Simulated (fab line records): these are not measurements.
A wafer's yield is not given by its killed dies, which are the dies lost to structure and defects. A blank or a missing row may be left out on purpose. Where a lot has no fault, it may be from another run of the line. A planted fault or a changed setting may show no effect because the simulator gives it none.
Which of the tools did it?    flow n5Finfet    11 lots, 33 wafers sampled, at 1 step of a route of 1938

== WHAT THE GAUGES READ, wafer by wafer ==
N5_BEOL_M9_INSPECT_13: inspects for defects (brightfield).
lot   measured      on                rawDefectCount
L281  day 11 08:22  defectInspect-01  328 403 379
L283  day 13 04:32  defectInspect-01  505 515 509
L284  day 13 09:08  defectInspect-02  718 521 413
L289  day 13 18:21  defectInspect-01  473 471 426
L287  day 14 05:13  defectInspect-02  445 425 385
L288  day 15 02:02  defectInspect-02  393 475 404
L296  day 16 04:49  defectInspect-01  399 254 396
L299  day 16 04:59  defectInspect-01  318 303 473
L295  day 16 05:09  defectInspect-02  318 351 347
L303  day 17 20:20  defectInspect-02  393 409 336
L301  day 17 20:36  defectInspect-01  394 374 534

== EACH LOT AND THE TOOL THAT RAN IT (in order: tool; ch and the chambers of the sampled wafers; start) ==
The record shows no process step preceding these readings.

== THE ANSWER, worked out from the rows above alone ==
Rule: the lots themselves supply what counts as usual. The widest of any qualifying gaps counts: lots, ordered by their means at a reading, are off when they make up no more than a third of the lots, leave a main group of 4 or more, and stand apart from it by 3 or more times the standard deviation of that group's means. A main group whose means are all the same, to the digits that the tables above print for the reading, isn't used. Also off: a lot with no number at a reading for which 4 or more lots have one. The other lots that the step has rows for count as sound.
No lot is off at any reading shown: from this, nothing can be told.

== WHAT THE SIMULATOR PUT IN ==
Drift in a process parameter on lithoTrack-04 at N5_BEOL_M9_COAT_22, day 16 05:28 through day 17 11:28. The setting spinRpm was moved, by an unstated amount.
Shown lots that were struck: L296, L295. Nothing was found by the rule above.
